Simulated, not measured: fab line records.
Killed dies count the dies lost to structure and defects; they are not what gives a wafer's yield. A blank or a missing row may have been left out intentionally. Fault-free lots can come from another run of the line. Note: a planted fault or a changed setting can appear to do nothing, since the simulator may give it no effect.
8D (eight disciplines) problem report, filled in by code	flow n5Finfet	the parts of the form that need people (team, actions taken, sign-off) are left out

== 1. WHAT IS WRONG ==
Wafers free of any fault read 154.6 nm (standard deviation 1.9) for M7_ILD_THK at N5_BEOL_M7_THK_MEAS_01, against a mean of 168.4 nm on 4 wafers of 3 lots. Relative to the usual mean, that is a shift of +7.3 standard deviations.
First observed at day 9 01:26: wafer L544.4, on filmMetro-02. Wafers with a number at this step in the record: 28, from 10 lots. By rule, "out" or "out of limits" means more than 4 standard deviations away from the usual mean. The other wafers with a number count as sound.

== 2. WHAT IT IS, AND WHAT IT ISN'T ==
question	is	is not
which readings at this step	M7_ILD_THK	-
which lots	L543, L544, L547	L541, L542, L555, L560, L562, L563, L564
which wafers of those lots	L543.1, L543.4, L544.4, L547.1	L543.3, L544.2, L547.5
read on which gauges	filmMetro-01, filmMetro-02	-
when	from day 9 01:26	up to then (7 sound wafers); but 17 sound wafers of L543, L547, L555, L560, L562, L563, L564 came after

== 3. THE SUSPECTS, EACH WITH WHAT RULES IT OUT ==
Counting: a tool at a process step up to the reading stays a suspect if it ran every lot that is out. Sound lots after the first of them don't rule it out here, since some wafers of a struck lot are sound.
- the gauge at N5_BEOL_M7_THK_MEAS_01: ruled out. Those wafers that are out were read across 2 gauges (filmMetro-01, filmMetro-02).
- pecvd-02 at N5_BEOL_M7_ILD_DEP_00 (deposits SiCOH lowk from DEMS/porogen, target thk 179.75 nm, time 33.4 s): kept. Ran every lot that is out, first one L544 (day 9 00:51); last sound lot up to then L541 (day 8 22:11).
Remaining after the count: pecvd-02 at N5_BEOL_M7_ILD_DEP_00.

== 4. THE CAUSE (what the simulator had put in) ==
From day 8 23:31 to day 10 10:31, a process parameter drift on pecvd-02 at N5_BEOL_M7_ILD_DEP_00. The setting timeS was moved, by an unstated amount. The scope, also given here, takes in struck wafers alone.
Only this tool survived the counting.

== 5. THE CHAIN OF EFFECTS, in route order ==
Rows list readings where the struck wafers' mean (over those with a number) sits beyond 3 standard deviations from the usual. Readings are gone through only where the record gives a usual standard deviation; hours: the median, over the lots, of the time from a lot's start at the first step in this table giving one to that lot's start at this step; sigmas: the change measured in usual standard deviations.
hours	step	reading	usual	on struck wafers	change	sigmas
0	N5_BEOL_M7_THK_MEAS_01	M7_ILD_THK	154.6 nm	168.4	+13.8	+7.3

== 6. WHAT WOULD HAVE CAUGHT IT SOONER ==
The first out-of-limits reading at a measuring or inspecting step in this record came at day 9 01:26, 2 hours after the fault's start at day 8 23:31.
Tool readings at N5_BEOL_M7_ILD_DEP_00 with a usual standard deviation given in the record: none out on any struck wafer, hence no alarm at a limit of 4 standard deviations on them.
Among the 3 lots that are out, L547 began N5_BEOL_M7_ILD_DEP_00 on pecvd-02 after day 9 01:26. Putting the tool on hold at that point would have spared it.
